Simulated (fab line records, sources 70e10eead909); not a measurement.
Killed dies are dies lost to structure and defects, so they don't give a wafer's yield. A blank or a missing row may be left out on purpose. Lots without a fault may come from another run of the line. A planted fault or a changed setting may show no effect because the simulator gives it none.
Chamber matching | flow nand_harc | NHARC_P_GATE_DESCUM_48 on rie_diel-13: 4 sister chambers
The step chemistry O2, time 3 s. 27 wafers are shown with their chamber, then 12 later ones without.

WAFERS WITH THEIR CHAMBER
wafer  | chamber | showerhead_plenum_p_Torr (Torr) | drypump_motor_current_A (A) | oes_product_au (a.u.)
L075.3 | 0       | 1.93                            | 5.6                         | 1.001
L075.4 | 2       | 1.83                            | 6.0                         | 1.008
L075.5 | 1       | 1.96                            | 5.2                         | 1.006
L080.1 | 0       | 1.93                            | 5.5                         | 0.998
L080.4 | 2       | 1.83                            | 6.0                         | 1.005
L080.5 | 0       | 1.93                            | 5.5                         | 1.001
L083.1 | 2       | 1.82                            | 6.0                         | 1.004
L083.3 | 1       | 1.96                            | 5.2                         | 0.985
L083.5 | 3       | 2.00                            | 6.2                         | 0.978
L084.1 | 0       | 1.92                            | 5.6                         | 1.000
L084.3 | 3       | 2.00                            | 6.2                         | 0.992
L084.6 | 2       | 1.82                            | 6.0                         | 1.000
L086.2 | 0       | 1.92                            | 5.5                         | 1.001
L086.3 | 1       | 1.96                            | 5.2                         | 0.988
L086.4 | 2       | 1.82                            | 6.0                         | 1.002
L087.2 | 2       | 1.82                            | 6.1                         | 1.003
L087.4 | 0       | 1.92                            | 5.6                         | 0.991
L087.6 | 1       | 1.96                            | 5.2                         | 0.992
L087.1 | 1       | 1.96                            | 5.2                         | 1.006
L087.3 | 3       | 2.00                            | 6.2                         | 0.986
L087.5 | 0       | 1.92                            | 5.6                         | 0.995
L088.1 | 2       | 1.82                            | 6.0                         | 0.998
L088.2 | 3       | 2.00                            | 6.2                         | 0.990
L088.6 | 3       | 2.00                            | 6.2                         | 0.996
L089.1 | 2       | 1.82                            | 6.0                         | 0.999
L089.2 | 3       | 2.00                            | 6.2                         | 0.981
L089.5 | 0       | 1.92                            | 5.6                         | 0.989

SIGNATURES (means of the wafers above)
reading                  | chamber 0 | chamber 1 | chamber 2 | chamber 3 | scatter within a chamber
showerhead_plenum_p_Torr | 1.9237    | 1.9600    | 1.8225    | 2.0000    | 0.00383
drypump_motor_current_A  | 5.562     | 5.200     | 6.013     | 6.200     | 0.0346
oes_product_au           | 0.99700   | 0.99540   | 1.00238   | 0.98717   | 0.00616
Rule: a wafer's distance from a chamber is the root of the sum, over the readings, of the square of ((its reading less the chamber's mean) divided by the reading's scatter). The wafer belongs to the nearest chamber; if the next one is less than 2 further off, it can't be placed. The scatter: the root of (the sum of the squares of (reading less its chamber's mean) over the shown wafers, divided by (wafers less chambers)).

WAFERS WITHOUT THEIR CHAMBER
wafer  | showerhead_plenum_p_Torr (Torr) | drypump_motor_current_A (A) | oes_product_au (a.u.)
L091.1 | 1.92                            | 5.6                         | 0.997
L091.2 | 1.95                            | 5.2                         | 0.996
L091.6 | 1.95                            | 5.2                         | 0.999
L091.3 | 1.99                            | 6.2                         | 0.986
L091.4 | 1.82                            | 6.0                         | 1.009
L091.5 | 1.82                            | 6.1                         | 0.994
L092.2 | 1.92                            | 5.5                         | 0.997
L092.3 | 1.99                            | 6.2                         | 0.988
L092.5 | 1.92                            | 5.6                         | 0.979
L095.1 | 1.82                            | 6.0                         | 0.998
L095.2 | 1.99                            | 6.2                         | 0.999
L095.4 | 1.82                            | 6.0                         | 1.009

WHICH CHAMBER EACH WENT THROUGH
wafer  | from the rows above | in truth
L091.1 | 0                   | 0
L091.2 | 1                   | 1
L091.6 | 1                   | 1
L091.3 | 3                   | 3
L091.4 | 2                   | 2
L091.5 | 2                   | 2
L092.2 | 0                   | 0
L092.3 | 3                   | 3
L092.5 | 0                   | 0
L095.1 | 2                   | 2
L095.2 | 3                   | 3
L095.4 | 2                   | 2
Placed correctly: 12 of 12. Can't be placed from these rows: 0. Placed wrongly: 0.
